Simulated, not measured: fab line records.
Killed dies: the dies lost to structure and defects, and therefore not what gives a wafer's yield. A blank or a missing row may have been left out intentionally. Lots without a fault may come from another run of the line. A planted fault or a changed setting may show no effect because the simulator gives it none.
fab line records	flow n5-finfet
[record] lots = 9	wafers = 27	last-day = 17
route steps=1938 shown BEOL_M4@1023 PASSIVATION@1936
lots with no fault: from the same line, run without faults
start-h: hours from the record's opening day to when the first of the lot's shown wafers began	wait-h: hours elapsed since this lot's preceding step	" repeats the value in the row above	L1.1+2: several wafers, shown together as one row	- no value present, or no start provided	* or withheld: withheld	< > ~ a bound
route shown NAME@n: a module of which the file shows steps, and the number in the route of the first	usual: mean/standard deviation taken from wafers without a fault	same: alike in all rows	chamber/n: place in a boat	sites: per-site readings	_std_site: how widely they spread, as a standard deviation	_edge_site: outer sites' mean less inner sites'	radius-mm: for every site, how far away it sits from the centre of the wafer	mask NAME#n: copy n	behind: the last tool/chamber to shape the wafer	hold: what put the lot on hold/how long, in hours/how the hold closed	device: transistor that didn't switch, given as n, p or np	end of line: the tests these same wafers got at the end of their route	where a step has no rows: the recipe by itself	killed: dies that structure and defects cost at the first sort, which is not the same as the wafer's yield	map: a wafer's dies, marking killed ones x, the rest . and places with no die _
set.NAME: setting as actually run; set.NAME@STEP: the setting as run at that earlier step	model.NAME: the simulator's own value behind a step, which no gauge read
route steps across a sampled set of lots; one table per step, one row per wafer
services: from which hour (start-h, from the record's first day; less than 0 if before it) a tool's chamber was out of use, for how many hours, and why
[[steps]]
[step N5_BEOL_M4_PECVD_72]
[recipe] material = SiO2	target-thk-a = 160	temp-c = 400	precursor = TEOS/O2	pressure-torr = 5.5	rf-w = 450	teos-flow-sccm = 53.8	gas = O2	flow-sccm = 3000	time-s = 18
[usual] heater-power-w = 719/82	showerhead-plenum-p-Torr = 8.79/0.05	throttle-valve-pct = 22.5/1.2
lot.wafer	tool	chamber	start-h	wait-h	heater-power-w	showerhead-plenum-p-Torr	throttle-valve-pct
L114.2	pecvd-01	1	148.06	0.0	728	8.82	21.1
L114.3	"	0	"	"	546	8.80	21.9
L114.4	"	1	"	"	730	8.82	21.1
L115.2	pecvd-04	2	158.37	0.0	780	8.76	21.1
L115.3	"	2	"	"	765	8.76	21.0
L115.6	"	1	"	"	624	8.87	24.1
L118.2	pecvd-02	1	179.85	0.0	617	8.75	24.1
L118.5	"	0	"	"	829	8.74	23.0
L118.6	"	1	"	"	601	8.75	24.5
L120.3	pecvd-02	1	183.08	0.0	691	8.77	24.6
L120.4	"	1	"	"	704	8.78	24.4
L120.6	"	0	"	"	725	8.77	23.1
L122.1	pecvd-02	2	196.25	0.0	724	8.82	22.1
L122.2	"	0	"	"	709	8.75	23.2
L122.3	"	1	"	"	677	8.74	24.2
L124.2	pecvd-04	1	219.78	0.0	662	8.87	24.1
L124.3	"	0	"	"	878	8.84	20.8
L124.5	"	2	"	"	796	8.75	21.4
L125.1	pecvd-04	2	221.99	0.0	746	8.78	21.4
L125.3	"	1	"	"	731	8.89	23.9
L125.6	"	0	"	"	801	8.83	21.2
L130.1	pecvd-02	1	261.83	0.0	603	8.76	24.3
L130.3	"	2	"	"	664	8.80	22.3
L130.6	"	0	"	"	788	8.76	23.0
L131.1	pecvd-02	0	265.06	0.0	725	8.78	22.8
L131.3	"	1	"	"	573	8.76	24.4
L131.4	"	0	"	"	699	8.76	23.1
[step N5_BEOL_M4_SPUTTER_88]
[recipe] material = Cu	target-thk-a = 45	temp-c = -20	chamber-pressure-pa = 0.07	power-w = withheld	time-s = 8.29
[usual] throttle-valve-pct = 30.1/0.89
lot.wafer	tool	chamber	start-h	wait-h	throttle-valve-pct
L114.2	pvd-sputter-01	-	159.63	0.1	30.8
L114.3	"	-	"	"	28.7
L114.4	"	-	"	"	29.7
L115.2	pvd-sputter-03	-	169.32	0.1	31.5
L115.3	"	-	"	"	28.9
L115.6	"	-	"	"	29.0
L118.2	pvd-sputter-01	-	190.00	0.1	30.2
L118.5	"	-	"	"	29.8
L118.6	"	-	"	"	30.7
L120.3	pvd-sputter-01	-	193.38	0.1	28.6
L120.4	"	-	"	"	30.3
L120.6	"	-	"	"	29.7
L122.1	pvd-sputter-02	-	213.77	0.1	31.6
L122.2	"	-	"	"	30.1
L122.3	"	-	"	"	30.8
L124.2	pvd-sputter-01	-	229.93	0.1	30.3
L124.3	"	-	"	"	28.7
L124.5	"	-	"	"	30.2
L125.1	pvd-sputter-01	-	235.89	0.1	30.7
L125.3	"	-	"	"	29.6
L125.6	"	-	"	"	29.7
L130.1	pvd-sputter-01	-	272.29	0.1	30.6
L130.3	"	-	"	"	30.1
L130.6	"	-	"	"	30.1
L131.1	pvd-sputter-03	-	275.85	0.1	31.5
L131.3	"	-	"	"	29.2
L131.4	"	-	"	"	30.0
[step N5_BEOL_M4_ANNEAL_51]
[recipe] temp-c = 225	time-s = 90	ambient = N2
[usual] wafer_temp_C_max = 225.82/0.3
lot.wafer	tool	chamber	start-h	wait-h	wafer_temp_C_max
L114.2	rtp-anneal-01	0	160.75	0.1	226.00
L114.3	"	0	"	"	225.98
L114.4	"	0	"	"	226.37
L115.2	rtp-anneal-02	0	171.33	1.0	225.69
L115.3	"	0	"	"	225.71
L115.6	"	0	"	"	225.73
L118.2	rtp-anneal-02	0	191.16	0.2	225.00
L118.5	"	0	"	"	225.73
L118.6	"	0	"	"	225.55
L120.3	rtp-anneal-02	0	194.64	0.2	225.60
L120.4	"	0	"	"	225.20
L120.6	"	0	"	"	225.50
L122.1	rtp-anneal-02	0	214.84	0.1	226.09
L122.2	"	0	"	"	225.72
L122.3	"	0	"	"	225.39
L124.2	rtp-anneal-02	0	231.17	0.1	225.58
L124.3	"	0	"	"	225.90
L124.5	"	0	"	"	225.40
L125.1	rtp-anneal-01	0	236.96	0.1	225.92
L125.3	"	0	"	"	225.79
L125.6	"	0	"	"	226.13
L130.1	rtp-anneal-01	0	274.77	0.6	226.26
L130.3	"	0	"	"	225.89
L130.6	"	0	"	"	225.79
L131.1	rtp-anneal-01	0	277.10	0.2	225.64
L131.3	"	0	"	"	225.73
L131.4	"	0	"	"	225.81
[step N5_BEOL_M4_CMP_52]
[recipe] stop-on = SiOC	t-overpolish-s = 6.8	down-force-psi = 1	platen-rpm = 50	clearing-platen-down-force-psi = 1.5	clearing-platen-rpm = 50	post-cmp-clean = cu-alkaline	target-thk-nm = 40	clearing-platen-pad-velocity-m-s = 0.99484	pad-velocity-m-s = 0.99484
[usual] barrier-field-endpoint-s = 24.8/0.5	clearing-platen-rpm = 50.004/0.026	motor-current-A = 5.9/0.42	platen-rpm = 50.00/0.04
lot.wafer	tool	chamber	start-h	wait-h	barrier-field-endpoint-s	clearing-platen-rpm	motor-current-A	platen-rpm
L114.3	cmp-02	2	161.00	0.2	24.5	49.983	6.5	49.97
L114.2	"	3	"	"	24.5	49.994	5.1	49.96
L114.4	"	0	"	"	25.2	49.972	5.6	50.06
L115.2	cmp-03	0	171.64	0.3	25.8	50.027	5.8	49.94
L115.3	"	1	"	"	25.4	50.003	6.3	50.05
L115.6	"	0	"	"	25.5	50.047	5.7	49.99
L118.2	cmp-03	2	191.68	0.4	24.2	50.004	5.3	50.02
L118.5	"	1	"	"	24.5	50.054	6.1	50.01
L118.6	"	2	"	"	24.5	50.003	5.5	50.03
L120.4	cmp-02	3	195.10	0.3	25.0	50.002	5.3	50.02
L120.3	"	0	"	"	25.1	49.994	5.6	50.02
L120.6	"	1	"	"	24.9	49.978	5.2	50.00
L122.2	cmp-01	2	215.18	0.2	25.3	50.018	5.8	49.99
L122.3	"	3	"	"	25.0	50.011	6.7	50.00
L122.1	"	0	"	"	25.7	50.006	5.8	50.04
L124.3	cmp-03	1	231.42	0.2	25.1	49.947	6.4	49.95
L124.2	"	3	"	"	26.0	49.978	5.9	50.06
L124.5	"	2	"	"	25.4	49.965	5.6	50.02
L125.1	cmp-01	2	237.26	0.3	24.7	50.040	5.6	49.93
L125.3	"	0	"	"	25.4	49.967	5.8	50.02
L125.6	"	3	"	"	24.7	49.989	6.7	49.97
L130.1	cmp-02	0	275.08	0.3	30.9	49.982	5.7	50.03
L130.3	"	2	"	"	24.6	50.027	6.1	50.02
L130.6	"	0	"	"	24.7	49.998	5.8	50.03
L131.3	cmp-03	3	277.40	0.2	23.8	49.992	5.8	50.03
L131.4	"	0	"	"	31.5	50.016	6.2	50.02
L131.1	"	1	"	"	30.8	50.040	6.6	49.91
[step N5_BEOL_M4_INSPECT_59]
[recipe] inspect-instrument = darkfield	mode = post-dep
[usual] raw-defect-count = 75/23
lot.wafer	tool	chamber	start-h	wait-h	raw-defect-count
L114.2	defect-inspect-02	-	161.59	0.0	104
L114.3	"	-	"	"	69
L114.4	"	-	"	"	88
L115.2	defect-inspect-01	-	172.19	0.0	112
L115.3	"	-	"	"	72
L115.6	"	-	"	"	47
L118.2	defect-inspect-01	-	192.28	0.0	109
L118.5	"	-	"	"	90
L118.6	"	-	"	"	64
L120.3	defect-inspect-01	-	195.60	0.0	59
L120.4	"	-	"	"	78
L120.6	"	-	"	"	70
L122.1	defect-inspect-02	-	215.72	0.0	60
L122.2	"	-	"	"	119
L122.3	"	-	"	"	91
L124.2	defect-inspect-02	-	232.00	0.0	76
L124.3	"	-	"	"	80
L124.5	"	-	"	"	52
L125.1	defect-inspect-01	-	237.84	0.0	99
L125.3	"	-	"	"	77
L125.6	"	-	"	"	61
L130.1	defect-inspect-01	-	275.66	0.0	79
L130.3	"	-	"	"	99
L130.6	"	-	"	"	73
L131.1	defect-inspect-02	-	278.28	0.0	112
L131.3	"	-	"	"	47
L131.4	"	-	"	"	62
[step N5_BEOL_M4_RC_MEAS_101]
[usual] DIBL_N = 36.3/1.6	DIBL_P = 36.4/1.8	IOFF_N = 0.163/0.027	IOFF_P = 0.22/0.033	ION_N = 673/9.8	ION_P = 461/6.7	SS_N = 71.5/0.58	SS_P = 73.4/0.67	VT_N = 249.4/2.9	VT_P = -250/3.2
lot.wafer	tool	chamber	start-h	wait-h	DIBL_N[mV/V]	DIBL_P[mV/V]	IOFF_N[nA/um]	IOFF_P[nA/um]	ION_N[uA/um]	ION_P[uA/um]	SS_N[mV/dec]	SS_P[mV/dec]	VT_N[mV]	VT_P[mV]
L114.2	prober-01	0	161.77	0.2	39.0	37.8	0.186	0.23	678	462	72.0	74.6	251.1	-251
L114.3	"	0	"	"	38.1	36.5	0.169	0.21	672	459	71.9	74.4	250.7	-252
L114.4	"	0	"	"	39.1	37.2	0.187	0.21	677	455	72.7	74.4	249.9	-253
L115.2	prober-02	0	172.37	0.2	35.5	34.6	0.154	0.19	675	457	71.2	72.3	251.5	-252
L115.3	"	0	"	"	35.4	34.7	0.145	0.20	678	458	71.4	73.1	250.9	-252
L115.6	"	0	"	"	35.5	34.1	0.139	0.19	666	453	71.5	72.9	252.2	-251
L118.2	prober-02	0	192.46	0.2	39.8	39.9	0.221	0.28	681	463	72.2	74.1	245.3	-247
L118.5	"	0	"	"	37.6	38.8	0.192	0.24	684	471	71.5	73.1	245.6	-250
L118.6	"	0	"	"	37.9	39.0	0.188	0.25	681	466	71.7	73.6	249.2	-248
L120.3	prober-02	0	195.94	0.3	35.7	36.5	0.156	0.20	670	461	71.6	73.1	251.5	-249
L120.4	"	0	"	"	36.8	38.2	0.178	0.24	675	470	71.4	73.9	249.1	-251
L120.6	"	0	"	"	35.6	35.6	0.155	0.19	663	456	71.8	72.7	251.1	-253
L122.1	prober-02	0	215.75	0.0	37.0	37.4	0.170	0.22	668	466	71.4	74.3	249.8	-250
L122.2	"	0	"	"	34.8	35.3	0.130	0.19	660	465	71.7	73.3	251.8	-250
L122.3	"	0	"	"	36.4	37.1	0.159	0.22	673	467	71.2	74.1	250.8	-249
L124.2	prober-02	0	232.18	0.2	38.2	38.3	0.184	0.23	677	464	72.2	73.8	245.9	-250
L124.3	"	0	"	"	37.4	37.8	0.169	0.21	675	458	72.1	73.3	250.3	-250
L124.5	"	0	"	"	38.1	38.4	0.189	0.22	673	458	71.9	73.1	247.2	-250
L125.1	prober-01	0	237.87	0.0	34.6	35.1	0.133	0.18	667	455	71.6	72.9	251.6	-254
L125.3	"	0	"	"	36.4	36.9	0.163	0.21	682	459	71.4	74.0	250.9	-252
L125.6	"	0	"	"	34.9	35.2	0.141	0.18	678	460	71.6	73.0	252.4	-253
L130.1	prober-01	0	275.69	0.0	36.1	37.0	0.163	0.24	678	473	70.3	73.1	248.3	-246
L130.3	"	0	"	"	37.3	37.8	0.177	0.24	674	461	71.6	73.2	250.2	-248
L130.6	"	0	"	"	37.4	38.8	0.175	0.26	680	468	71.3	74.1	249.1	-248
L131.1	prober-01	0	278.31	0.0	36.2	36.6	0.168	0.22	667	461	71.5	73.2	247.4	-252
L131.3	"	0	"	"	36.8	36.9	0.187	0.24	687	469	71.9	73.2	247.5	-248
L131.4	"	0	"	"	36.7	36.3	0.175	0.22	673	463	71.9	73.4	250.4	-248
[step N5_PASSIVATION_PROBE_49]
[usual] defect-limited-yield = 91.6/1.4	killed_at_M0_to_M3 = 30/8.7	killed_at_M4_up = 14/5.4	killed-at-contacts = 11/6.4	killed-at-front-end = 40/12	killed-at-other = 3/3.1	killed-dies = 99/17	killed-open = 64/12	killed-short = 33/8.1	sort_bin_5_function = 4.9/0.88	sort_bin_6_memory = 3.1/0.69	sort-n-pass = 1081/17	sort-yield-pct = 91.6/1.4
[same] gross-dies = 1180	killed-at-back-side = 0	sort_bin_4_leakage[%] = 0	sort_bin_8_speed[%] = 0
lot.wafer	tool	chamber	start-h	wait-h	defect-limited-yield[%]	killed_at_M0_to_M3	killed_at_M4_up	killed-at-contacts	killed-at-front-end	killed-at-other	killed-dies	killed-open	killed-short	sort_bin_5_function[%]	sort_bin_6_memory[%]	sort-n-pass	sort-yield-pct[%]
L114.2	prober-02	-	262.72	0.1	91.7	24	7	12	54	1	98	60	36	5.2	3.1	1082	91.7
L114.3	prober-02	-	262.77	0.1	91.4	29	15	19	32	7	102	69	32	4.6	3.9	1078	91.4
L114.4	prober-02	-	262.82	0.2	93.6	20	5	11	34	5	75	55	20	4.7	1.7	1105	93.6
L122.1	prober-01	-	320.05	0.0	92.6	31	12	15	25	4	87	60	27	4.2	3.1	1093	92.6
L122.3	prober-01	-	320.15	0.1	92.1	35	11	11	33	3	93	65	27	4.7	2.8	1087	92.1
L124.2	prober-02	-	346.90	0.1	89.7	40	24	7	51	0	122	87	35	6.4	3.6	1058	89.7
L124.3	prober-02	-	346.95	0.1	91.9	32	14	7	41	2	96	57	39	4.1	3.6	1084	91.9
L124.5	prober-02	-	347.05	0.2	93.5	19	13	3	42	0	77	41	36	3.7	2.4	1103	93.5
L130.1	prober-02	-	396.67	0.0	92.6	30	17	9	27	4	87	54	31	4.5	2.5	1093	92.6
L130.3	prober-02	-	396.77	0.1	91.3	33	21	6	43	0	103	73	21	4.8	3.1	1077	91.3
L130.6	prober-02	-	396.92	0.3	92.6	30	15	4	38	0	87	57	28	4.5	2.5	1093	92.6
// killed by level:class
L114.2 STI_FIN_REVEAL:geometric-particle:open=16 FIN_SAQP:geometric-particle:short=10 MOL_CONTACT_COAG:geometric-particle:open=9 BEOL_M3:geometric-particle:open=9 BEOL_M1:geometric-particle:open=7 FIN_SAQP:geometric-particle:open=5 GATE_CUT:geometric-particle:short=4 BEOL_M0_SAQP:geometric-particle:short=4
L114.3 MOL_CONTACT_COAG:geometric-particle:open=13 FIN_SAQP:geometric-particle:open=11 BEOL_M3:geometric-particle:open=9 FIN_SAQP:geometric-particle:short=7 BEOL_M4:geometric-particle:open=7 MOL_CONTACT_COAG:geometric-particle:short=6 BEOL_M0_SAQP:geometric-particle:short=6 BEOL_M0_SAQP:geometric-particle:open=5
L114.4 BEOL_M3:geometric-particle:open=13 FIN_SAQP:geometric-particle:open=8 MOL_CONTACT_COAG:geometric-particle:short=6 MOL_CONTACT_COAG:geometric-particle:open=5 FIN_SAQP:geometric-particle:short=4 STARTING-WAFER:geometric-particle:open=4 DUMMY_GATE:geometric-particle:open=3 ILD0:geometric-particle:open=3
L122.1 MOL_CONTACT_COAG:geometric-particle:open=13 BEOL_M0_SAQP:geometric-particle:short=8 BEOL_M3:geometric-particle:open=8 STI_FIN_REVEAL:geometric-particle:open=6 BEOL_M0_SAQP:geometric-particle:open=6 DUMMY_GATE:geometric-particle:open=5 BEOL_M3:geometric-particle:short=5 FIN_SAQP:geometric-particle:open=4
L122.3 MOL_CONTACT_COAG:geometric-particle:open=11 BEOL_M3:geometric-particle:open=11 BEOL_M3:geometric-particle:short=9 STI_FIN_REVEAL:geometric-particle:open=8 FIN_SAQP:geometric-particle:open=7 FIN_SAQP:geometric-particle:short=5 BEOL_M0_SAQP:geometric-particle:open=5 BEOL_M6:geometric-particle:open=4
L124.2 DUMMY_GATE:geometric-particle:open=11 BEOL_M4:geometric-particle:open=10 FIN_SAQP:geometric-particle:short=9 BEOL_M0_SAQP:geometric-particle:open=9 BEOL_M1:geometric-particle:open=8 BEOL_M3:geometric-particle:open=8 FIN_SAQP:geometric-particle:open=6 STI_FIN_REVEAL:geometric-particle:open=6
L124.3 BEOL_M0_SAQP:geometric-particle:short=13 STI_FIN_REVEAL:geometric-particle:open=8 MOL_CONTACT_COAG:geometric-particle:open=7 DUMMY_GATE:geometric-particle:open=6 FIN_SAQP:geometric-particle:short=5 BEOL_M0_SAQP:geometric-particle:open=5 GATE_CUT:geometric-particle:short=5 BEOL_M2:geometric-particle:open=5
L124.5 STI_FIN_REVEAL:geometric-particle:open=9 BEOL_M0_SAQP:geometric-particle:short=8 DUMMY_GATE:geometric-particle:open=6 GATE_CUT:geometric-particle:short=6 FIN_SAQP:geometric-particle:short=4 STI_FIN_REVEAL:geometric-particle:short=4 DUMMY_GATE:geometric-particle:short=4 BEOL_M1:geometric-particle:open=4
L130.1 FIN_SAQP:geometric-particle:short=10 FIN_SAQP:geometric-particle:open=9 BEOL_M4:geometric-particle:open=9 BEOL_M0_SAQP:geometric-particle:open=8 MOL_CONTACT_COAG:geometric-particle:open=5 BEOL_M0_SAQP:geometric-particle:short=5 BEOL_M1:geometric-particle:open=5 MOL_CONTACT_COAG:geometric-particle:short=4
L130.3 FIN_SAQP:geometric-particle:open=17 BEOL_M4:geometric-particle:open=15 BEOL_M3:geometric-particle:open=10 BEOL_M0_SAQP:geometric-particle:short=7 HKMG_FIN:area-etch=6 GATE_CUT:geometric-particle:short=5 MOL_CONTACT_COAG:geometric-particle:open=5 BEOL_M0_SAQP:geometric-particle:open=5
L130.6 FIN_SAQP:geometric-particle:open=11 BEOL_M0_SAQP:geometric-particle:open=10 STI_FIN_REVEAL:geometric-particle:open=9 BEOL_M2:geometric-particle:open=8 FIN_SAQP:geometric-particle:short=7 BEOL_M0_SAQP:geometric-particle:short=6 BEOL_M4:geometric-particle:open=5 GATE_CUT:geometric-particle:short=3
[[services]]
tool	chamber	start-h	hours	kind
cmp-02	-	138.89	0.2	repair
pecvd-04	0	157.32	2.1	scheduled-down
cmp-03	-	163.69	0.4	repair
pecvd-01	1	164.60	2.1	scheduled-down
cmp-03	-	166.09	4.0	pm
rtp-anneal-01	-	167.03	5.8	pm
cmp-03	-	170.09	-	consumable-replace:conditioner
cmp-03	-	170.09	-	consumable-replace:pad
cmp-02	-	180.75	1.2	repair
pecvd-04	0	187.80	5.3	repair
cmp-02	-	191.73	2.4	repair
cmp-03	-	205.25	11.3	pm
cmp-02	-	207.36	4.0	pm
cmp-02	-	211.36	-	consumable-replace:conditioner
cmp-02	-	211.36	-	consumable-replace:pad
cmp-03	-	224.08	1.8	repair
cmp-02	-	234.29	0.7	repair
pecvd-04	-	263.57	0.9	repair
pecvd-02	1	266.47	5.5	scheduled-down
cmp-01	-	270.31	5.3	pm
pecvd-01	1	276.81	4.5	repair
[[key]]
[first-sign] step = N5_BEOL_M4_CMP_52	reading = barrier-field-endpoint-s	direction = up	sigmas = 12	usual = 24.8	struck = 31.0
effect none on later readings
met-at N5_BEOL_M4_PECVD_72
struck-lots L130,L131
struck-wafers L130.1,L131.1,L131.4
not-acting-at N5_BEOL_M4_SPUTTER_88,N5_BEOL_M4_ANNEAL_51,N5_BEOL_M4_INSPECT_59
onset-between 196.25 261.83
[fault] kind = process-parameter-drift	tool = pecvd-02	chamber = -	onset-h = 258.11	steps = N5_BEOL_M4_PECVD_72	channel = time-s	offset = *	shape = step	end-h = 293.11	scope = struck-wafers-only	acts-in = *	stated = *
